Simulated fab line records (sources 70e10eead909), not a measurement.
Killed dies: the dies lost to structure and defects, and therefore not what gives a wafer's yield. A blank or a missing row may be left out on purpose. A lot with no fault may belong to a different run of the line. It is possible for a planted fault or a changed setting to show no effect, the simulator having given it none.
The tool behind it: which one?	flow nandHarc	11 lots with 33 wafers sampled at 6 steps, on a route of 1302 steps

## WHAT THE GAUGES READ, wafer by wafer
NHARC_A_CHANNEL_HOLE_D2_INSPECT_40. Usual: 279 for rawDefectCount, sd 80.
lot	measured	on	rawDefectCount	flag
L457	day 13 15:51	defectInspect-01	359 234 303	
L458	day 14 03:55	defectInspect-02	156 176 272	
L461	day 15 11:49	defectInspect-01	800 833 762	OFF
L463	day 15 21:36	defectInspect-02	819 1041 908	OFF
L471	day 19 14:19	defectInspect-02	221 250 274	
L472	day 19 15:53	defectInspect-02	259 208 329	
L473	day 20 01:29	defectInspect-01	394 358 245	
L474	day 20 19:14	defectInspect-01	221 226 313	
L477	day 21 17:12	defectInspect-02	248 221 246	
L478	day 22 12:51	defectInspect-01	226 151 141	
L480	day 23 01:45	defectInspect-01	261 202 203	

NHARC_END_SORT_01. Usual: killedAtArray 61, standard deviation 22; killedAtOther 0.8, standard deviation 1; killedAtPeriphery 3.8, standard deviation 2.3; killedDies 66, standard deviation 22; killedOpen 3.2, standard deviation 1.9; killedShort 2.8, standard deviation 1.8.
lot	measured	on	killedAtArray	killedAtOther	killedAtPeriphery	killedDies	killedOpen	killedShort	flag
L461	day 26 09:17	prober-02	92 103 154	0 0 0	1 3 5	93 106 159	1 2 2	3 3 0	
L463	day 26 23:20	prober-01	90 139 154	1 2 0	3 3 3	94 144 157	4 3 3	6 6 4	OFF
L473	day 31 11:17	prober-01	102 91 81	3 2 4	3 3 8	108 96 93	7 0 7	2 2 5	

## EACH LOT AND THE TOOL THAT RAN IT (in order: tool; ch and the chambers of the sampled wafers; start)
lot	NHARC_A_CHANNEL_HOLE_D2_ETCH_23	NHARC_A_CHANNEL_HOLE_D2_ETCH_25	NHARC_A_CHANNEL_HOLE_D2_STRIP_28	NHARC_A_CHANNEL_FILL_D2_ALD_16
L457	harEtch-01 ch 0,1, day 13 11:41	harEtch-01 ch 0,1, day 13 13:11	rieDiel-02 ch 0,2,3, day 13 15:51 or earlier	aldHk-01 ch 2,3, day 14 10:32
L458	harEtch-01 ch 0,1, day 13 23:45	harEtch-01 ch 0,1, day 14 01:14	rieDiel-04 ch 0,3, day 14 03:55 or earlier	aldHk-01 ch 0,1,3, day 14 16:05
L461	harEtch-01 ch 0,1, day 15 07:39	harEtch-01 ch 0,1, day 15 09:08	rieDiel-02 ch 0,1,3, day 15 11:49 or earlier	aldHk-01 ch 0,1,3, day 16 00:13
L463	harEtch-01 ch 0,1, day 15 17:21	harEtch-01 ch 0,1, day 15 18:49	rieDiel-02 ch 0,1,2, day 15 21:36 or earlier	aldHk-01 ch 1,2,3, day 16 10:33
L471	harEtch-01 ch 0,1, day 19 10:04	harEtch-01 ch 0,1, day 19 11:31	rieDiel-04 ch 2,3, day 19 14:19 or earlier	aldHk-01 ch 2,3, day 20 03:31
L472	harEtch-02 ch 0,1, day 19 11:37	harEtch-02 ch 0,1, day 19 13:05	rieDiel-02 ch 0,1,2, day 19 15:53 or earlier	aldHk-04 ch 0,3, day 20 03:31
L473	harEtch-01 ch 0,1, day 19 21:26	harEtch-01 ch 0,1, day 19 22:57	rieDiel-02 ch 0,1, day 20 01:29 or earlier	aldHk-03 ch 0,2,3, day 20 13:56
L474	harEtch-01 ch 0,1, day 20 15:05	harEtch-01 ch 0,1, day 20 16:34	rieDiel-02 ch 1,2,3, day 20 19:14 or earlier	aldHk-01 ch 1,2, day 21 07:48
L477	harEtch-01 ch 0,1, day 21 12:55	harEtch-01 ch 0,1, day 21 14:22	rieDiel-02 ch 1,3, day 21 17:12 or earlier	aldHk-01 ch 1,2, day 22 05:41
L478	harEtch-02 ch 0,1, day 22 08:35	harEtch-02 ch 0,1, day 22 10:02	rieDiel-04 ch 1,3, day 22 12:51 or earlier	aldHk-01 ch 1,3, day 23 01:43
L480	harEtch-02 ch 0,1, day 22 21:29	harEtch-02 ch 0,1, day 22 22:57	rieDiel-02 ch 0,2,3, day 23 01:45 or earlier	aldHk-03 ch 0,2,3, day 23 14:10
- NHARC_A_CHANNEL_HOLE_D2_ETCH_23: etches the open film in C4F8/O2/Ar, time 819 s, target depth 1600 nm.
- NHARC_A_CHANNEL_HOLE_D2_ETCH_25: etches the open film in C4F8/O2/Ar, time 1040.2 s, target depth 1500 nm.
- NHARC_A_CHANNEL_HOLE_D2_STRIP_28: strips in O2.
- NHARC_A_CHANNEL_FILL_D2_ALD_16: deposits SiO2, target thk 1.5 nm, pulse time 10 s, ald cycles 15.

## AS READ BY THE TOOLS THEMSELVES (means over the sampled wafers that have a number; for cases with no such wafer, the mark the record gives instead)
NHARC_A_CHANNEL_HOLE_D2_ETCH_23. Usual: drypumpMotorCurrentA 5.8 A, standard deviation 0.39; o2FlowSccm 35.69 sccm, standard deviation 0.11; showerheadPlenumPTorr 3.73 Torr, standard deviation 0.15; throttleValvePct 32.155 %, standard deviation 0.0092.
lot	tool	drypumpMotorCurrentA (A)	o2FlowSccm (sccm)	showerheadPlenumPTorr (Torr)	throttleValvePct (%)	flag
L457	harEtch-01	6.1	35.77	3.65	32.155	
L458	harEtch-01	5.7	35.65	3.67	32.148	
L461	harEtch-01	6.0	35.57	3.63	32.153	
L463	harEtch-01	5.7	35.75	3.66	32.162	
L471	harEtch-01	5.7	35.64	3.63	32.159	
L472	harEtch-02	5.8	35.76	3.91	32.147	
L473	harEtch-01	6.1	35.62	3.60	32.153	
L474	harEtch-01	5.7	35.65	3.62	32.158	
L477	harEtch-01	5.8	35.80	3.61	32.149	
L478	harEtch-02	5.8	35.60	3.89	32.148	
L480	harEtch-02	5.8	35.64	3.88	32.158	

NHARC_A_CHANNEL_HOLE_D2_ETCH_25. Usual: drypumpMotorCurrentA 5.9 A, standard deviation 0.39; o2FlowSccm 31.19 sccm, standard deviation 0.093; showerheadPlenumPTorr 3.73 Torr, standard deviation 0.15; throttleValvePct 32.235 %, standard deviation 0.0085.
lot	tool	drypumpMotorCurrentA (A)	o2FlowSccm (sccm)	showerheadPlenumPTorr (Torr)	throttleValvePct (%)	flag
L457	harEtch-01	6.1	31.32	3.64	32.233	
L458	harEtch-01	5.7	31.07	3.66	32.240	
L461	harEtch-01	6.1	31.25	3.63	32.243	
L463	harEtch-01	5.7	31.28	3.65	32.238	
L471	harEtch-01	5.7	31.13	3.62	32.234	
L472	harEtch-02	5.8	31.21	3.90	32.236	
L473	harEtch-01	6.1	31.20	3.59	32.229	
L474	harEtch-01	5.7	31.15	3.61	32.230	
L477	harEtch-01	5.7	31.24	3.60	32.238	
L478	harEtch-02	5.8	31.17	3.88	32.234	
L480	harEtch-02	5.8	31.24	3.88	32.238	

NHARC_A_CHANNEL_HOLE_D2_STRIP_28. Usual: drypumpMotorCurrentA 6.0 A, standard deviation 0.43; o2FlowSccm 499.8 sccm, standard deviation 1.6; oesProductAu 1.000 a.u., standard deviation 0.0067; rfVppV 57.8 V, standard deviation 0.84; showerheadPlenumPTorr 3.55 Torr, standard deviation 0.11; throttleValvePct 17.036 %, standard deviation 0.0088.
lot	tool	drypumpMotorCurrentA (A)	o2FlowSccm (sccm)	oesProductAu (a.u.)	rfVppV (V)	showerheadPlenumPTorr (Torr)	throttleValvePct (%)	flag
L457	rieDiel-02	6.0	499.5	1.002	57.5	3.58	17.034	
L458	rieDiel-04	6.3	499.7	0.988	57.7	3.48	17.037	
L461	rieDiel-02	6.2	498.9	0.999	58.2	3.60	17.044	
L463	rieDiel-02	6.0	498.6	1.004	57.8	3.55	17.031	
L471	rieDiel-04	5.9	500.5	0.998	56.9	3.38	17.037	
L472	rieDiel-02	6.0	499.6	1.008	56.8	3.55	17.036	
L473	rieDiel-02	6.4	499.3	1.001	57.4	3.53	17.039	
L474	rieDiel-02	5.9	498.1	1.010	57.9	3.62	17.039	
L477	rieDiel-02	6.0	500.5	1.002	58.6	3.67	17.033	
L478	rieDiel-04	5.5	499.9	0.992	57.6	3.67	17.041	
L480	rieDiel-02	6.0	499.4	1.000	57.2	3.57	17.039	

NHARC_A_CHANNEL_FILL_D2_ALD_16. Usual: heaterPowerOuterW 254 W, standard deviation 28; heaterPowerW 445 W, standard deviation 52; precursorPulseHeightRel 1.001, standard deviation 0.02.
lot	tool	heaterPowerOuterW (W)	heaterPowerW (W)	precursorPulseHeightRel	flag
L457	aldHk-01	262	464	0.989	
L458	aldHk-01	251	424	1.012	
L461	aldHk-01	244	431	1.012	
L463	aldHk-01	241	418	0.990	
L471	aldHk-01	265	465	0.980	
L472	aldHk-04	269	486	1.008	
L473	aldHk-03	253	445	1.019	
L474	aldHk-01	247	444	1.000	
L477	aldHk-01	248	433	0.987	
L478	aldHk-01	227	396	1.031	
L480	aldHk-03	251	446	0.997	

## THE ANSWER, worked out from the rows above alone
Rule: take the mean of a lot's wafers that have a number; if it is more than 3 standard deviations from the usual mean, the lot is off. Also off: a lot with no number at a reading for which 4 or more lots have one. Any other lot the step has rows for is counted as sound. The gauges are gone through in route order, then the tools' own readings, and for those a lot's mean is taken as printed above. The first step at which some lot is off is used, and at that step the reading that is off furthest; a lot without a number counts as furthest.
Off at NHARC_A_CHANNEL_HOLE_D2_INSPECT_40 (rawDefectCount): L461, L463.
If a tool, at a process step before that reading, ran all the lots that are off and no sound lot after the first of them, it fits. Gauges at NHARC_A_CHANNEL_HOLE_D2_INSPECT_40: tried the same way as those tools. Because NHARC_A_CHANNEL_HOLE_D2_STRIP_28 lacks a start for some lots, the hours and order of its lots are taken from NHARC_A_CHANNEL_HOLE_D2_INSPECT_40. No candidate that was tried fits.

## WHAT WAS PUT IN BY THE SIMULATOR
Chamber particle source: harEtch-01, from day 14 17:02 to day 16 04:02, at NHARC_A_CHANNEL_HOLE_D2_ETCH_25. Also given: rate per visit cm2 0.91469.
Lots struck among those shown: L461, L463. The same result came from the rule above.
